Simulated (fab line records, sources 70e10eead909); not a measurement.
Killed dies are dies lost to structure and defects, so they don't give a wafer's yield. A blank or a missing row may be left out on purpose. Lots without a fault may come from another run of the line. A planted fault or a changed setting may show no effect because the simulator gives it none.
One fault seen from 2 desks | flow nand_harc | each desk has only its own numbers; what lay behind them comes last

THE TOOL OWNER'S DESK: har_cap_etch-03
The tool's own readings at NHARC_A_CONTACT_ETCH_120 (etches the open film in C4F8/O2/Ar, time 190 s, target depth 1850 nm): means of the sampled wafers that have a number, for each lot that ran on this tool. A lot is out of limits, marked OUT, if its mean lies more than 4 standard deviations from the usual mean; the brackets give that distance.
Columns: A = oes_air_line_au at NHARC_A_CONTACT_ETCH_120, usual 0.999 a.u.
lot  | first seen here | A
L396 | day 21 17:08    | 1.005
L401 | day 24 16:19    | 1.016
L405 | day 25 19:47    | 1.000
L410 | day 27 21:31    | 1.026
L412 | day 29 01:36    | 1.004
This desk's finding: nothing out of limits on any of the 5 lots.

THE METROLOGY DESK
What the gauges read, lot by lot, whatever tool the lot ran on: means of the sampled wafers that have a number. A lot is out of limits, marked OUT, if its mean lies more than 4 standard deviations from the usual mean; the brackets give that distance.
Columns: A = cd_nm at NHARC_THIN_TSV_CD_MEAS_16, usual 1000.5 nm
lot  | first seen here | A
L394 | day 24 03:20    | 1002.5
L396 | day 24 04:40    | 1002.0
L395 | day 25 02:13    | 1000.7
L400 | day 26 12:41    | 1001.6
L401 | day 26 23:43    | 1002.0
L403 | day 27 06:02    | 1001.5
L404 | day 28 05:02    | 1002.1
L405 | day 28 06:15    | 997.4
L410 | day 30 00:01    | 1001.4
L412 | day 31 05:32    | 1001.8
L413 | day 31 22:58    | 1002.5
This desk's finding: nothing out of limits on any of the 11 lots.

PUT TOGETHER
The tool owner's desk saw nothing out of limits.
The metrology desk saw nothing out of limits.

WHAT THE SIMULATOR HAD PUT IN
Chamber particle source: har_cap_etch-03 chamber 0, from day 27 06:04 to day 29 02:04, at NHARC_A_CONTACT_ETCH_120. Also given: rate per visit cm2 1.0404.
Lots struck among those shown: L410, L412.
